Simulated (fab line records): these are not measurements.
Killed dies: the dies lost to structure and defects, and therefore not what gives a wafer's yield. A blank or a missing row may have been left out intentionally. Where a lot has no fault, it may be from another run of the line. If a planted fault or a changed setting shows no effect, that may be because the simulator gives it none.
Chamber matching / flow nand harc / rie diel-08 running NHARC_A_M0_ETCH_34: 4 sister chambers
The step etches the open film in N2/H2, target depth 40 nm, overetch 12 nm, time 43.94 s. 8 wafers are shown with their chamber, then 9 later ones without.

== WAFERS PAIRED WITH THEIR CHAMBERS ==
wafer=L078.2; chamber=1; drypump motor current A (A)=5.2; rf vpp V (V)=435.5
wafer=L081.1; chamber=3; drypump motor current A (A)=6.5; rf vpp V (V)=428.8
wafer=L081.6; chamber=0; drypump motor current A (A)=5.0; rf vpp V (V)=430.8
wafer=L084.2; chamber=3; drypump motor current A (A)=6.5; rf vpp V (V)=428.8
wafer=L084.4; chamber=1; drypump motor current A (A)=5.2; rf vpp V (V)=434.8
wafer=L085.2; chamber=2; drypump motor current A (A)=5.9; rf vpp V (V)=431.9
wafer=L085.4; chamber=0; drypump motor current A (A)=5.0; rf vpp V (V)=430.9
wafer=L085.6; chamber=2; drypump motor current A (A)=6.0; rf vpp V (V)=432.5

== WAFERS WITHOUT THEIR CHAMBER ==
wafer=L086.1; drypump motor current A (A)=5.2; rf vpp V (V)=434.7
wafer=L086.2; drypump motor current A (A)=6.4; rf vpp V (V)=427.9
wafer=L086.6; drypump motor current A (A)=5.9; rf vpp V (V)=432.0
wafer=L091.1; drypump motor current A (A)=5.2; rf vpp V (V)=435.0
wafer=L091.5; drypump motor current A (A)=6.5; rf vpp V (V)=427.3
wafer=L091.6; drypump motor current A (A)=5.0; rf vpp V (V)=429.7
wafer=L097.1; drypump motor current A (A)=6.5; rf vpp V (V)=426.5
wafer=L097.3; drypump motor current A (A)=5.1; rf vpp V (V)=430.1
wafer=L097.6; drypump motor current A (A)=5.1; rf vpp V (V)=429.8

== THE CHAMBER EACH PASSED THROUGH ==
wafer=L086.1; from the rows above=1; in truth=1
wafer=L086.2; from the rows above=3; in truth=3
wafer=L086.6; from the rows above=2; in truth=2
wafer=L091.1; from the rows above=1; in truth=1
wafer=L091.5; from the rows above=3; in truth=3
wafer=L091.6; from the rows above=0; in truth=0
wafer=L097.1; from the rows above=3; in truth=3
wafer=L097.3; from the rows above=0; in truth=0
wafer=L097.6; from the rows above=0; in truth=0
Placed correctly: 9 of 9. From these rows, 0 cannot be placed. 0 placed wrongly.
How it was worked out, from the rows above alone: a wafer's distance from a chamber is the root of the sum, over the readings, of the square of ((its reading less the chamber's mean) divided by the reading's scatter). The wafer belongs to the nearest chamber; if the next one is less than 2 further off, it can't be placed. For every chamber, the mean is computed from those of its wafers that are shown. The scatter: the root of (the sum of the squares of (reading less its chamber's mean) over the shown wafers, divided by (wafers less chambers)).
